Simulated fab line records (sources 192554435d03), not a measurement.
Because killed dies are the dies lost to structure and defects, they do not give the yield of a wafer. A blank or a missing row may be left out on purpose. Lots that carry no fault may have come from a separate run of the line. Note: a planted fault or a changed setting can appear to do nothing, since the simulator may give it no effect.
Chamber matching :: flow n5Finfet :: 4 sister chambers for N5_BEOL_M8_STRIP_67 on rieDiel-06
The step strips in CF4. 8 wafers are shown with their chamber, then 7 later ones without.

== WAFERS PAIRED WITH THEIR CHAMBERS ==
wafer: L987.1
chamber: 3
showerheadPlenumPTorr (Torr): 1.88
drypumpMotorCurrentA (A): 5.2

wafer: L987.3
chamber: 2
showerheadPlenumPTorr (Torr): 1.88
drypumpMotorCurrentA (A): 5.4

wafer: L990.2
chamber: 0
showerheadPlenumPTorr (Torr): 1.89
drypumpMotorCurrentA (A): 5.3

wafer: L990.5
chamber: 3
showerheadPlenumPTorr (Torr): 1.88
drypumpMotorCurrentA (A): 5.1

wafer: L992.2
chamber: 0
showerheadPlenumPTorr (Torr): 1.89
drypumpMotorCurrentA (A): 5.3

wafer: L992.5
chamber: 1
showerheadPlenumPTorr (Torr): 1.73
drypumpMotorCurrentA (A): 6.7

wafer: L995.1
chamber: 1
showerheadPlenumPTorr (Torr): 1.73
drypumpMotorCurrentA (A): 6.6

wafer: L995.2
chamber: 2
showerheadPlenumPTorr (Torr): 1.87
drypumpMotorCurrentA (A): 5.4

== WAFERS WITH NO CHAMBER GIVEN ==
wafer: L995.4
showerheadPlenumPTorr (Torr): 1.87
drypumpMotorCurrentA (A): 5.1

wafer: L100.4
showerheadPlenumPTorr (Torr): 1.87
drypumpMotorCurrentA (A): 5.4

wafer: L100.5
showerheadPlenumPTorr (Torr): 1.73
drypumpMotorCurrentA (A): 6.7

wafer: L100.6
showerheadPlenumPTorr (Torr): 1.88
drypumpMotorCurrentA (A): 5.3

wafer: L108.1
showerheadPlenumPTorr (Torr): 1.86
drypumpMotorCurrentA (A): 5.1

wafer: L108.3
showerheadPlenumPTorr (Torr): 1.72
drypumpMotorCurrentA (A): 6.6

wafer: L108.5
showerheadPlenumPTorr (Torr): 1.88
drypumpMotorCurrentA (A): 5.3

== WHICH CHAMBER EACH WENT THROUGH ==
wafer: L995.4
from the rows above: 3
in truth: 3

wafer: L100.4
from the rows above: 2
in truth: 2

wafer: L100.5
from the rows above: 1
in truth: 1

wafer: L100.6
from the rows above: can't be placed: 2 or 0 or 3
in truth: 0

wafer: L108.1
from the rows above: can't be placed: 3 or 2
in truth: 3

wafer: L108.3
from the rows above: 1
in truth: 1

wafer: L108.5
from the rows above: can't be placed: 2 or 0 or 3
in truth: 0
4 of 7 placed correctly. From these rows, 3 cannot be placed; in 3 the true chamber is one of the candidates. Placed wrongly: 0.
How it was worked out, from the rows above alone: a wafer's distance from a chamber is the root of the sum, over the readings, of the square of ((its reading less the chamber's mean) divided by the reading's scatter). The wafer belongs to the nearest chamber; if the next one is less than 2 further off, it can't be placed. A chamber's mean is the mean of its shown wafers. How the scatter is found: for the shown wafers, subtract from each reading the mean of its chamber, square and add these, divide the total by (wafers less chambers), then take the root.
